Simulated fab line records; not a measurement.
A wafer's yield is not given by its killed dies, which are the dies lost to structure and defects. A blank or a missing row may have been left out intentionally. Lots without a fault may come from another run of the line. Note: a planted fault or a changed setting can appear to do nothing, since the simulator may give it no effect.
What tool caused it? + flow nand harc + Sampling: 13 lots, 39 wafers, 5 of 1159 route steps

WHAT THE GAUGES READ, wafer by wafer
NHARC_THIN_TSV_CD_MEAS_33: the cd target is 5000 nm. Usual: 4999.5 nm for cd nm, sd 1.8.
| lot  | measured     | on        | cd nm (nm)           | flag |
|------|--------------|-----------|----------------------|------|
| L868 | day 19 20:56 | cd sem-01 | 5001.5 4998.9 5001.3 |      |
| L870 | day 20 02:53 | cd sem-01 | 4997.7 4999.8 4999.2 |      |
| L871 | day 19 19:17 | cd sem-03 | 4996.3 4996.5 5000.0 |      |
| L873 | day 20 04:55 | cd sem-01 | 4997.7 4998.1 4998.9 |      |
| L872 | day 20 04:01 | cd sem-02 | 4997.9 4996.2 4998.7 |      |
| L876 | day 21 03:14 | cd sem-02 | 4999.2 5001.3 4998.0 |      |
| L883 | day 22 05:09 | cd sem-02 | 4997.9 4999.7 5000.3 |      |
| L885 | day 23 11:46 | cd sem-02 | 4998.4 5000.6 4999.1 |      |
| L887 | day 23 14:17 | cd sem-03 | 4999.5 4999.6 4996.0 |      |
| L886 | day 23 13:25 | cd sem-02 | 4999.8 5002.5 5000.2 |      |
| L888 | day 23 19:09 | cd sem-02 | 5000.1 4998.2 5000.8 |      |
| L890 | day 24 10:36 | cd sem-03 | 5000.3 4999.6 5001.6 |      |
| L889 | day 24 06:32 | cd sem-01 | 4996.9 4996.7 5000.0 |      |

NHARC_END_SORT_01. Usual: killed at array 27, standard deviation 8.8; killed at other 0.4, standard deviation 0.82; killed at periphery 3.1, standard deviation 2.1; killed dies 31, standard deviation 8.8; killed open 3.3, standard deviation 2; killed short 2.0, standard deviation 1.4.
| lot  | measured     | on        | killed at array | killed at other | killed at periphery | killed dies | killed open | killed short | flag |
|------|--------------|-----------|-----------------|-----------------|---------------------|-------------|-------------|--------------|------|
| L868 | day 20 10:46 | prober-01 | 18 15 18        | 0 1 0           | 4 4 2               | 22 20 20    | 1 2 2       | 4 1 4        |      |
| L870 | day 20 18:34 | prober-01 | 37 37 29        | 0 1 0           | 1 1 0               | 38 39 29    | 3 3 0       | 1 1 0        |      |
| L871 | day 20 12:37 | prober-02 | 20 18 18        | 0 0 0           | 4 5 5               | 24 23 23    | 5 4 5       | 2 3 2        |      |
| L873 | day 20 21:58 | prober-02 | 33 25 32        | 0 0 0           | 2 6 3               | 35 31 35    | 6 4 6       | 1 3 1        |      |
| L872 | day 21 04:46 | prober-01 | 7 15 10         | 0 0 0           | 6 2 2               | 13 17 12    | 2 1 1       | 1 0 2        |      |
| L876 | day 21 17:55 | prober-01 | 13 15 13        | 0 0 0           | 5 8 3               | 18 23 16    | 4 2 2       | 2 0 1        |      |
| L883 | day 22 13:04 | prober-01 | 67 61 60        | 1 0 0           | 6 4 7               | 74 65 67    | 5 3 3       | 4 1 2        | OFF  |
| L885 | day 24 01:49 | prober-02 | 25 27 22        | 3 0 1           | 10 3 6              | 38 30 29    | 3 2 2       | 4 0 4        |      |
| L887 | day 24 10:23 | prober-02 | 27 26 28        | 0 1 1           | 3 5 4               | 30 32 33    | 2 5 3       | 0 2 1        |      |
| L886 | day 24 02:41 | prober-01 | 27 26 31        | 0 0 1           | 5 1 3               | 32 27 35    | 4 6 2       | 0 2 1        |      |
| L888 | day 24 09:41 | prober-01 | 33 25 35        | 0 0 0           | 3 7 1               | 36 32 36    | 2 2 1       | 0 2 2        |      |
| L890 | day 24 19:32 | prober-01 | 38 37 42        | 0 0 1           | 5 4 5               | 43 41 48    | 4 2 7       | 4 1 2        |      |
| L889 | day 24 18:07 | prober-02 | 53 41 49        | 0 0 0           | 0 4 1               | 53 45 50    | 2 7 6       | 0 1 2        |      |

TOOL THAT RAN EACH LOT (tool first, then ch and the chambers of the sampled wafers, then the start)
| lot  | NHARC_A_ONON_D1_DEP_19           | NHARC_THIN_TSV_ETCH_15           | NHARC_THIN_TSV_DESCUM_35           |
|------|----------------------------------|----------------------------------|------------------------------------|
| L868 | pecvd onon-01 ch 0, day 8 08:34  | rie si-03 ch 0,1, day 19 15:34   | rie diel-08 ch 0,2,3, day 19 21:07 |
| L870 | pecvd onon-02 ch 0, day 8 21:16  | rie si-03 ch 0,1, day 19 21:39   | rie diel-03 ch 0,1,3, day 20 03:04 |
| L871 | pecvd onon-01 ch 0, day 8 21:19  | rie si-06 ch 0,1,3, day 19 14:16 | rie diel-02 ch 0,1, day 19 19:27   |
| L873 | pecvd onon-03 ch 0, day 9 07:50  | rie si-06 ch 1,2, day 19 23:56   | rie diel-08 ch 1,2,3, day 20 05:05 |
| L872 | pecvd onon-02 ch 0, day 9 07:51  | rie si-02 ch 0,1,2, day 19 22:53 | rie diel-03 ch 0,3, day 20 04:11   |
| L876 | pecvd onon-03 ch 0, day 10 08:50 | rie si-06 ch 1,2,3, day 20 22:14 | rie diel-03 ch 0,2,3, day 21 03:24 |
| L883 | pecvd onon-02 ch 0, day 11 22:07 | rie si-03 ch 1,2, day 22 00:11   | rie diel-03 ch 0,1,3, day 22 05:21 |
| L885 | pecvd onon-03 ch 0, day 12 11:28 | rie si-03 ch 1,3, day 23 06:47   | rie diel-08 ch 2,3, day 23 11:56   |
| L887 | pecvd onon-03 ch 0, day 13 00:32 | rie si-03 ch 0,1,3, day 23 09:09 | rie diel-08 ch 0,2, day 23 14:28   |
| L886 | pecvd onon-01 ch 0, day 13 00:35 | rie si-06 ch 0,1,2, day 23 08:02 | rie diel-08 ch 0,1, day 23 13:35   |
| L888 | pecvd onon-03 ch 0, day 13 03:50 | rie si-02 ch 0,2,3, day 23 13:14 | rie diel-08 ch 0,1,2, day 23 19:19 |
| L890 | pecvd onon-01 ch 0, day 13 07:18 | rie si-06 ch 0,1,2, day 24 05:24 | rie diel-08 ch 1,2,3, day 24 10:46 |
| L889 | pecvd onon-03 ch 0, day 13 07:22 | rie si-03 ch 0,1, day 24 01:05   | rie diel-02 ch 0,2,3, day 24 06:43 |
- NHARC_A_ONON_D1_DEP_19: target thk 1000 nm.
- NHARC_THIN_TSV_ETCH_15: target depth 3000 nm, bosch target overetch cycles 2, bosch etch step 2.8 s.
- NHARC_THIN_TSV_DESCUM_35: chemistry O2, time 3 s.

AS READ BY THE TOOLS THEMSELVES (means over the sampled wafers that have a number; for cases with no such wafer, the mark the record gives instead)
NHARC_A_ONON_D1_DEP_19. Usual: 2000 sccm for n2o flow sccm, sd 5.3.
| lot  | tool          | n2o flow sccm (sccm) | flag |
|------|---------------|----------------------|------|
| L868 | pecvd onon-01 | 1999                 |      |
| L870 | pecvd onon-02 | 1997                 |      |
| L871 | pecvd onon-01 | 2001                 |      |
| L873 | pecvd onon-03 | 1999                 |      |
| L872 | pecvd onon-02 | 1999                 |      |
| L876 | pecvd onon-03 | 2002                 |      |
| L883 | pecvd onon-02 | 2001                 |      |
| L885 | pecvd onon-03 | 1991                 |      |
| L887 | pecvd onon-03 | 2010                 |      |
| L886 | pecvd onon-01 | 2000                 |      |
| L888 | pecvd onon-03 | 1999                 |      |
| L890 | pecvd onon-01 | 1997                 |      |
| L889 | pecvd onon-03 | 1998                 |      |

NHARC_THIN_TSV_ETCH_15. Usual: 5.6 A for drypump motor current A, sd 0.44.
| lot  | tool      | drypump motor current A (A) | flag |
|------|-----------|-----------------------------|------|
| L868 | rie si-03 | 5.6                         |      |
| L870 | rie si-03 | 5.5                         |      |
| L871 | rie si-06 | 6.0                         |      |
| L873 | rie si-06 | 5.4                         |      |
| L872 | rie si-02 | 6.0                         |      |
| L876 | rie si-06 | 5.6                         |      |
| L883 | rie si-03 | 5.4                         |      |
| L885 | rie si-03 | 5.6                         |      |
| L887 | rie si-03 | 5.5                         |      |
| L886 | rie si-06 | 5.4                         |      |
| L888 | rie si-02 | 5.9                         |      |
| L890 | rie si-06 | 5.4                         |      |
| L889 | rie si-03 | 5.5                         |      |

NHARC_THIN_TSV_DESCUM_35. Usual: drypump motor current A 5.6 A, standard deviation 0.47; oes product au 1.002 a.u., standard deviation 0.011; rf vpp V 58.0 V, standard deviation 0.89; showerhead plenum p Torr 1.94 Torr, standard deviation 0.059; throttle valve pct 11.312 %, standard deviation 0.0095.
| lot  | tool        | drypump motor current A (A) | oes product au (a.u.) | rf vpp V (V) | showerhead plenum p Torr (Torr) | throttle valve pct (%) | flag |
|------|-------------|-----------------------------|-----------------------|--------------|---------------------------------|------------------------|------|
| L868 | rie diel-08 | 5.9                         | 1.000                 | 57.5         | 1.93                            | 11.310                 |      |
| L870 | rie diel-03 | 5.2                         | 0.997                 | 59.0         | 1.95                            | 11.316                 |      |
| L871 | rie diel-02 | 6.1                         | 1.010                 | 57.8         | 1.96                            | 11.313                 |      |
| L873 | rie diel-08 | 5.4                         | 1.004                 | 57.7         | 1.92                            | 11.309                 |      |
| L872 | rie diel-03 | 5.0                         | 1.007                 | 59.2         | 1.99                            | 11.313                 |      |
| L876 | rie diel-03 | 5.3                         | 1.013                 | 58.2         | 1.98                            | 11.309                 |      |
| L883 | rie diel-03 | 5.2                         | 1.006                 | 57.9         | 1.95                            | 11.318                 |      |
| L885 | rie diel-08 | 5.7                         | 1.003                 | 58.1         | 1.92                            | 11.316                 |      |
| L887 | rie diel-08 | 6.1                         | 0.991                 | 58.1         | 1.94                            | 11.310                 |      |
| L886 | rie diel-08 | 5.9                         | 0.995                 | 57.3         | 1.90                            | 11.308                 |      |
| L888 | rie diel-08 | 5.7                         | 0.993                 | 57.5         | 1.93                            | 11.306                 |      |
| L890 | rie diel-08 | 5.5                         | 0.998                 | 57.5         | 1.92                            | 11.312                 |      |
| L889 | rie diel-02 | 5.7                         | 0.988                 | 58.0         | 1.97                            | 11.304                 |      |

THE ANSWER, worked out from the rows above alone
Rule: a lot counts as off when the mean over its wafers that have a number is more than 3 standard deviations away from the usual mean. Also off: a lot with no number at a reading for which 4 or more lots have one. Where the step has rows for the other lots, those lots are counted as sound. The gauges are gone through in route order, then the tools' own readings, and for those a lot's mean is taken as printed above. The first step at which some lot is off is used, and at that step the reading that is off furthest; a lot without a number counts as furthest.
Off: L883 (NHARC_END_SORT_01, killed dies).
If a tool, at a process step before that reading, ran all the lots that are off and no sound lot after the first of them, it fits. Gauges at NHARC_END_SORT_01: tried the same way as those tools. 2 tools fit, pecvd onon-02 at NHARC_A_ONON_D1_DEP_19 and rie diel-03 at NHARC_THIN_TSV_DESCUM_35, so this cannot tell which one it is.

WHAT WAS PUT IN BY THE SIMULATOR
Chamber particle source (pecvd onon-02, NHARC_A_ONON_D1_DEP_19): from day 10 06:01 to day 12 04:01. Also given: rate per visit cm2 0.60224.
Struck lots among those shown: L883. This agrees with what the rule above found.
